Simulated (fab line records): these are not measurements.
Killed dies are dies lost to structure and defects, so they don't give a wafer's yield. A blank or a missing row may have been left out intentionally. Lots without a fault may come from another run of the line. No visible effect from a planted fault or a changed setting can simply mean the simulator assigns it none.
2 desks, one fault + flow n5 finfet + each desk has only its own numbers; what lay behind them comes last

THE METROLOGY DESK
Lot by lot, what the gauges showed, no matter which tool ran the lot: averages of those sampled wafers that carry a number. A lot is out of limits, marked OUT, if its mean lies more than 4 standard deviations from the usual mean; the brackets give that distance. Readings shown: 7 of its 11, picked as those furthest out on some lot.
Columns: A = IOFF_N at N5_BEOL_M4_RC_MEAS_101, usual 0.167 nA/um; B = ION_N at N5_BEOL_M4_RC_MEAS_101, usual 678 uA/um; C = ION_P at N5_BEOL_M4_RC_MEAS_101, usual 464 uA/um; D = SS_N at N5_BEOL_M4_RC_MEAS_101, usual 71.5 mV/dec; E = SS_P at N5_BEOL_M4_RC_MEAS_101, usual 73.4 mV/dec; F = VT_P at N5_BEOL_M4_RC_MEAS_101, usual -249 mV; G = V6_OVL at N5_BEOL_M7_OVL_MEAS_29, usual -0.1 nm
| lot  | first seen here | A     | B   | C   | D    | E    | F    | G    |
|------|-----------------|-------|-----|-----|------|------|------|------|
| L175 | day 10 17:10    | 0.140 | 676 | 457 | 71.3 | 73.0 | -254 | -0.3 |
| L180 | day 13 02:11    | 0.158 | 677 | 463 | 71.3 | 73.3 | -249 | -0.1 |
| L183 | day 13 08:50    | 0.196 | 675 | 464 | 72.5 | 73.9 | -245 | -0.7 |
| L177 | day 13 12:19    | 0.192 | 671 | 465 | 71.5 | 73.4 | -249 | 0.3  |
| L181 | day 13 17:03    | 0.177 | 672 | 457 | 71.9 | 74.1 | -252 | 0.6  |
| L184 | day 14 05:10    | 0.147 | 671 | 454 | 71.9 | 72.9 | -254 | -0.7 |
| L186 | day 14 20:09    | 0.158 | 679 | 467 | 70.8 | 73.4 | -249 | -1.2 |
| L191 | day 15 15:25    | 0.155 | 678 | 459 | 71.3 | 72.5 | -251 | 0.5  |
| L190 | day 15 22:28    | 0.204 | 694 | 471 | 71.6 | 74.1 | -248 | 0.2  |
This desk's finding: nothing out of limits on any of the 9 lots.

AT THE TOOL OWNER'S DESK: ald metal-04
The tool's own readings at N5_BEOL_M7_ALD_77 (deposits TaN, target thk 2 nm, pulse time 2 s, purge time 3 s): means of the sampled wafers that have a number, for each lot that ran on this tool. A lot is out of limits, marked OUT, if its mean lies more than 4 standard deviations from the usual mean; the brackets give that distance.
Columns: A = chamber pressure Torr at N5_BEOL_M7_ALD_77, usual 2.999 Torr; B = heater power w at N5_BEOL_M7_ALD_77, usual 407 W; C = mfc carrier sccm at N5_BEOL_M7_ALD_77, usual 1500 sccm; D = precursor vessel temp c at N5_BEOL_M7_ALD_77, usual 74.99 C
| lot  | first seen here | A     | B   | C    | D     |
|------|-----------------|-------|-----|------|-------|
| L180 | day 14 05:02    | 2.997 | 374 | 1499 | 74.95 |
| L177 | day 14 19:33    | 2.997 | 362 | 1503 | 75.17 |
| L184 | day 15 08:12    | 3.001 | 376 | 1503 | 75.00 |
| L191 | day 16 18:09    | 2.996 | 381 | 1500 | 75.09 |
This desk's finding: nothing out of limits on any of the 4 lots.

ALL TOGETHER
At the metrology desk, nothing out of limits was observed.
The desk of the tool owner found nothing out of limits.

WHAT THE SIMULATOR HAD PUT IN
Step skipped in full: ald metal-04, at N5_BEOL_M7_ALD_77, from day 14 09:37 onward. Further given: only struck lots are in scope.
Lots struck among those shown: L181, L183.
